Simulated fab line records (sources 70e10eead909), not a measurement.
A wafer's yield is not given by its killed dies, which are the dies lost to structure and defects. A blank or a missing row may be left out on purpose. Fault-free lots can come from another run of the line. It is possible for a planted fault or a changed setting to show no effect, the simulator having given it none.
Chamber matching ; flow nand_harc ; NHARC_A_STAIRCASE_DESCUM_443 on rie_diel-05: 4 sister chambers
The step chemistry O2, time 3 s. 18 wafers are shown with their chamber, then 9 later ones without.

WAFERS WITH THEIR CHAMBER
wafer;chamber;drypump_motor_current_A (A);showerhead_plenum_p_Torr (Torr);oes_product_au (a.u.)
L074.2;3;5.8;1.85;1.003
L074.4;1;6.5;2.01;0.995
L074.6;0;5.4;1.83;1.000
L076.1;0;5.4;1.83;0.999
L076.4;2;6.1;1.86;1.002
L076.6;3;5.7;1.85;1.014
L077.3;2;6.1;1.86;0.993
L077.5;2;6.1;1.86;1.005
L077.6;3;5.8;1.84;0.993
L082.3;3;5.8;1.84;0.995
L082.4;1;6.5;2.01;1.025
L082.5;1;6.5;2.01;1.015
L085.1;2;6.1;1.86;1.007
L085.2;0;5.4;1.82;0.994
L085.3;1;6.5;2.01;1.022
L087.1;3;5.8;1.84;0.997
L087.4;1;6.5;2.01;1.024
L087.6;0;5.4;1.82;0.988

SIGNATURES (means of the wafers above)
reading;chamber 0;chamber 1;chamber 2;chamber 3;scatter within a chamber
drypump_motor_current_A;5.400;6.500;6.100;5.780;0.0239
showerhead_plenum_p_Torr;1.8250;2.0100;1.8600;1.8440;0.00396
oes_product_au;0.99525;1.01620;1.00175;1.00040;0.00893
Rule: distance of a wafer from a chamber = root of the sum over the readings of ((wafer's reading minus chamber's mean) / reading's scatter) squared. If the next closest chamber is less than 2 further off than the closest, the wafer can't be placed; otherwise it belongs to the closest. The scatter is the square root of a quotient: the sum, over the shown wafers, of each reading's squared deviation from its chamber's mean, divided by wafers minus chambers.

WAFERS WITH NO CHAMBER GIVEN
wafer;drypump_motor_current_A (A);showerhead_plenum_p_Torr (Torr);oes_product_au (a.u.)
L090.2;5.4;1.82;1.000
L090.3;6.5;2.01;1.012
L090.6;6.1;1.86;0.997
L094.2;6.1;1.85;1.008
L094.3;5.7;1.84;0.988
L094.5;6.1;1.85;1.012
L093.2;6.5;2.00;1.009
L093.4;6.5;2.00;1.011
L093.5;5.8;1.83;0.993

WHICH CHAMBER EACH WENT THROUGH
wafer;from the rows above;in truth
L090.2;0;0
L090.3;1;1
L090.6;2;2
L094.2;2;2
L094.3;3;3
L094.5;2;2
L093.2;1;1
L093.4;1;1
L093.5;3;3
Correct placement for 9 of the 9. From these rows, 0 cannot be placed. Number placed wrongly: 0.
